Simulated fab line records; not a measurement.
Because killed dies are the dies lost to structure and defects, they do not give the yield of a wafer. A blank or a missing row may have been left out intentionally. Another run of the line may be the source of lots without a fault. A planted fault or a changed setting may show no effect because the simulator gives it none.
Which tool was responsible? ; flow n5-finfet ; Sampling: 10 lots, 30 wafers, 4 of 1938 route steps

WHAT EACH GAUGE READ, for each wafer
N5_BEOL_M4_THK_MEAS_53: measures by xrf.
lot;measured;on;M4_THK (nm)
L409;day 8 09:15;film-metro-01;36.0 39.3 37.5
L410;day 8 00:46;film-metro-02;38.0 41.3 39.7
L413;day 9 11:16;film-metro-01;39.8 42.9 43.0
L414;day 9 12:49;film-metro-02;39.2 38.8 41.1
L415;day 9 11:01;film-metro-01;41.0 39.4 40.5
L416;day 10 08:08;film-metro-02;38.4 40.4 42.3
L417;day 10 14:31;film-metro-02;42.0 42.9 41.0
L426;day 12 20:13;film-metro-01;42.3 40.4 41.8
L429;day 13 03:11;film-metro-02;39.1 40.1 39.2
L430;day 13 10:12;film-metro-02;39.7 40.4 44.8

N5_BEOL_M4_RS_MEAS_58: a four-point-probe measurement.
lot;measured;on;M4_RS (ohm/sq)
L409;day 8 09:31;film-metro-02;0.76 0.69 0.72
L410;day 8 01:01;film-metro-02;0.72 0.65 0.68
L413;day 9 11:32;film-metro-01;0.69 0.62 0.62
L414;day 9 13:06;film-metro-02;0.68 0.69 0.64
L415;day 9 11:17;film-metro-01;0.65 0.68 0.66
L416;day 10 08:24;film-metro-01;0.70 0.65 0.61
L417;day 10 14:47;film-metro-01;0.62 0.61 0.64
L426;day 12 20:36;film-metro-01;0.62 0.66 0.63
L429;day 13 03:26;film-metro-01;0.69 0.67 0.69
L430;day 13 10:31;film-metro-02;0.68 0.66 0.58

N5_BEOL_M4_RC_MEAS_101.
lot;measured;on;DIBL_N (mV/V);DIBL_P (mV/V);IOFF_N (nA/um);IOFF_P (nA/um);ION_N (uA/um);ION_P (uA/um);REXT_N (ohm.um);REXT_P (ohm.um);SS_N (mV/dec);SS_P (mV/dec);VT_N (mV);VT_P (mV);VT_P_LVT (mV)
L409;day 8 09:34;prober-02;37.8 34.9 38.9;36.7 33.9 38.6;0.16 0.13 0.19;0.19 0.17 0.23;666 677 688;450 462 463;77.2 77.6 77.1;103.1 101.9 99.5;71.9 69.7 71.8;73.9 73.0 73.7;249 252 248;-254 -255 -251;-103 -103 -100
L410;day 8 01:04;prober-01;39.6 35.4 37.8;41.3 36.2 39.6;0.29 0.17 0.23;0.36 0.22 0.32;715 691 696;484 470 480;73.6 74.3 72.7;98.1 100.1 98.2;72.7 71.5 72.1;74.8 73.3 74.0;238 247 243;-241 -246 -242;-89 -95 -90
L413;day 9 11:35;prober-01;36.2 39.3 36.2;37.8 41.7 38.4;0.16 0.21 0.15;0.20 0.29 0.20;681 692 676;464 469 463;77.7 77.4 77.1;100.0 98.6 101.1;72.4 73.0 71.3;72.9 74.6 72.4;250 247 249;-251 -248 -251;-101 -95 -101
L414;day 9 13:09;prober-02;38.0 39.4 34.8;36.7 38.2 32.6;0.21 0.22 0.13;0.23 0.24 0.16;690 699 684;468 469 462;74.1 71.9 72.3;98.4 101.0 99.9;71.7 72.1 71.1;73.6 74.7 72.6;246 249 253;-250 -248 -253;-95 -96 -99
L415;day 9 11:29;prober-02;37.2 34.5 38.6;36.0 33.0 38.7;0.17 0.13 0.20;0.22 0.18 0.26;678 658 677;465 457 469;77.3 78.1 77.0;101.3 101.2 99.7;72.8 71.3 72.6;73.9 72.6 73.6;248 250 246;-248 -250 -246;-98 -100 -96
L416;day 10 08:27;prober-02;40.9 36.3 31.0;45.1 39.3 32.1;0.28 0.17 0.09;0.36 0.23 0.13;698 685 647;474 472 449;75.6 74.9 76.1;99.1 98.3 101.3;72.8 71.2 69.7;75.9 72.8 71.9;240 247 256;-244 -251 -257;-92 -98 -104
L417;day 10 14:59;prober-01;36.7 36.1 35.3;37.0 36.3 35.5;0.18 0.17 0.14;0.25 0.24 0.24;681 673 662;472 471 462;75.4 73.9 75.9;102.3 102.0 102.8;71.6 72.1 71.9;73.8 73.8 73.0;246 249 253;-245 -248 -246;-97 -96 -97
L426;day 12 20:48;prober-02;34.6 26.1 39.2;34.2 25.4 40.9;0.13 0.05 0.25;0.19 0.08 0.31;664 602 695;457 416 474;77.4 88.1 76.4;101.2 118.0 99.8;70.7 69.1 71.6;73.0 70.8 74.1;252 266 242;-251 -266 -244;-98 -112 -92
L429;day 13 03:29;prober-01;37.4 39.8 38.5;36.0 41.2 37.6;0.18 0.25 0.21;0.20 0.31 0.23;687 707 683;459 480 460;74.6 74.8 75.1;101.2 96.5 99.0;71.9 73.3 72.8;73.4 74.3 73.8;249 244 247;-252 -249 -250;-98 -91 -96
L430;day 13 10:34;prober-01;33.4 37.3 35.5;34.3 39.2 37.2;0.12 0.20 0.15;0.17 0.25 0.22;671 687 670;460 468 466;78.1 76.7 77.7;102.9 100.4 100.7;70.6 71.6 71.4;73.1 73.7 73.1;256 246 251;-255 -250 -250;-104 -98 -99

TOOL THAT RAN EACH LOT (tool first, then ch and the chambers of the sampled wafers, then the start)
lot;N5_SPACER0_ALD_08
L409;ald-sin-03 ch 0,1,2, day 3 06:27
L410;ald-sin-03 ch 0,1,2, day 3 12:36
L413;ald-sin-01 ch 0,2, day 4 08:26
L414;ald-sin-03 ch 0,3, day 4 16:39
L415;ald-sin-03 ch 0,2,3, day 4 17:54
L416;ald-sin-03 ch 0,1,2, day 5 03:34
L417;ald-sin-03 ch 0,2, day 5 08:14
L426;ald-sin-03 ch 2,3, day 7 13:31
L429;ald-sin-01 ch 0,2,3, day 8 05:50
L430;ald-sin-04 ch 0,2,3, day 8 19:22
- N5_SPACER0_ALD_08: deposits SiNx, target thk 2 nm.

AS READ BY THE TOOLS THEMSELVES (means over the sampled wafers that have a number; for cases with no such wafer, the mark the record gives instead)
N5_SPACER0_ALD_08.
lot;tool;heater-power-w (W)
L409;ald-sin-03;797
L410;ald-sin-03;793
L413;ald-sin-01;814
L414;ald-sin-03;765
L415;ald-sin-03;794
L416;ald-sin-03;798
L417;ald-sin-03;800
L426;ald-sin-03;817
L429;ald-sin-01;811
L430;ald-sin-04;768

THE ANSWER, worked out from the rows above alone
Rule: what is usual is taken from the lots themselves. Put in order of their means at a reading, lots are off if they are a third of the lots or fewer, leave a main group of 4 or more, and stand apart from it by a gap of 3 or more times the standard deviation of the main group's means; of several such gaps the widest counts. Not used: any main group whose means are identical at the precision the tables above print for the reading. Also off: a lot with no number at a reading for which 4 or more lots have one. The other lots that the step has rows for count as sound. First the gauges in route order, then the tools' own readings, where a lot's mean is used as printed above. The first step at which some lot is off is used, and at that step the reading that is off furthest; a lot without a number counts as furthest.
Off: at N5_BEOL_M4_RC_MEAS_101 (REXT_P), L426. The main group: mean 100.3 ohm.um, standard deviation 1.2.
If a tool, at a process step before that reading, ran all the lots that are off and no sound lot after the first of them, it fits. Gauges at N5_BEOL_M4_RC_MEAS_101: tried the same way as those tools. Undecided on this evidence; 2 tools fit (ald-sin-03 at N5_SPACER0_ALD_08, prober-02 at N5_BEOL_M4_RC_MEAS_101).

WHAT THE SIMULATOR HAD INSERTED
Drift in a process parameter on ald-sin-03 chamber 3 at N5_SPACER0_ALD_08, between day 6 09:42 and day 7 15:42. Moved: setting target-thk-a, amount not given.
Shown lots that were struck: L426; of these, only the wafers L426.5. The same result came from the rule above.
